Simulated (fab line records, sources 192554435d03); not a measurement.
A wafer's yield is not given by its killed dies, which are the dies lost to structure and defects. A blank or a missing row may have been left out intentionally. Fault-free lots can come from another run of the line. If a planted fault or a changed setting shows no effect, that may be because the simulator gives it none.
8D (eight disciplines) problem report, filled in by code -- flow n5Finfet -- the parts of the form that need people (team, actions taken, sign-off) are left out

## 1. WHAT WENT WRONG
RS_SD_N at N5_SD_ACTIVATION_RS_MEAS_03 reads a mean of 19.17 ohm/sq on 6 wafers of 2 lots; wafers without a fault read 21.87 ohm/sq with a standard deviation of 0.27. Measured from the usual mean, that is -10 standard deviations.
The step: measures by four-point-probe.
First observed at day 7 04:51: wafer L888.1, on filmMetro-02. The record has a number at this step for 27 wafers belonging to 9 lots. The rule behind "out" and "out of limits": a value lying over 4 standard deviations away from the usual mean. The other wafers with a number count as sound.

## 2. WHAT IT IS; WHAT IT IS NOT
question,is,is not
which readings at this step,RS_SD_N,RS_SD_P
which lots,"L888, L890","L873, L874, L875, L878, L892, L894, L896"
which wafers of those lots,all that have a number,-
read on which gauges,filmMetro-02,filmMetro-01
when,from day 7 04:51,"up to then (12 sound wafers); but 9 sound wafers of L892, L894, L896 came after"

## 3. WHAT RULES OUT EACH SUSPECT
Counting: a tool at any process step up to the reading remains a suspect when it ran all the lots that are out and ran no sound lot after the first of those.
- the gauge at N5_SD_ACTIVATION_RS_MEAS_03: ruled out. All the wafers that are out were read on filmMetro-02, but those of them that N5_SD_ACTIVATION_LSA_01 has rows for are out there too, on other tools.
- plasmaAsher-01 at N5_SD_EPI_P_STRIP_40 (strips in N2/H2): ruled out as a lasting fault. After its first lot that is out, L888 (day 6 23:29), sound lots L892 ran on it.
- laserAnneal-01 at N5_SD_ACTIVATION_LSA_01 (time 0.0008 s): kept. It processed each lot that is out, first L888 at day 7 04:38, and no sound lot thereafter; up to then, the last sound lot it processed was L878 at day 4 16:09. Its own wafer_temp_C_max readings are out on those wafers.
Remaining after the count: laserAnneal-01 at N5_SD_ACTIVATION_LSA_01.

## 4. THE CAUSE (what the simulator had put in)
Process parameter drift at N5_SD_ACTIVATION_LSA_01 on laserAnneal-01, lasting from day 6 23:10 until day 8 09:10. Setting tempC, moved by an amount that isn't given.
Only this tool survived the counting.

## 5. SEQUENCE OF EFFECTS, ordered by route
Each row: a reading whose mean over the struck wafers that have a number lies more than 3 standard deviations from the usual. Only readings for which the record gives a usual standard deviation are gone through. hours: the time from each lot's start at the first step in this table that gives one to its start at this step, as a median over the lots. sigmas: the change in usual standard deviations.
hours,step,reading,usual,on struck wafers,change,sigmas
0,N5_SD_ACTIVATION_LSA_01,wafer_temp_C_max,1085.8,1115.2,+29.4,+13
0,N5_SD_ACTIVATION_RS_MEAS_03,RS_SD_N,21.87 ohm/sq,19.17,-2.70,-10
122,N5_BEOL_M4_RC_MEAS_101,RC_DENSE_N,18.9 ohm.um,16.4,-2.5,-7.3
122,N5_BEOL_M4_RC_MEAS_101,RC_N,15.39 ohm.um,13.44,-1.95,-7.2
122,N5_BEOL_M4_RC_MEAS_101,REXT_N,75.3 ohm.um,70.1,-5.2,-3.7
122,N5_BEOL_M4_RC_MEAS_101,RS_SD_N,28.3 ohm/sq,25.2,-3.1,-9.3
Its process steps:
- N5_SD_ACTIVATION_LSA_01: time 0.0008 s.
Later measuring or inspecting steps at which every struck wafer that the step has a row for has a number for every such reading, and none has moved that far: N5_ILD0_THK_MEAS_08.

## 6. HOW IT WOULD HAVE BEEN CAUGHT EARLIER
In this record the first reading out of limits at a measuring or inspecting step was taken at day 7 04:51, 6 hours after the fault began at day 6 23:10.
Tool's own readings at N5_SD_ACTIVATION_LSA_01, wafer_temp_C_max: out on all struck wafers the step has rows for; an alarm limit on them would have tripped on the first.
Lots out: 2; of these, L890 started N5_SD_ACTIVATION_LSA_01 on laserAnneal-01 after day 7 04:51. A hold on the tool at that time would have spared it.
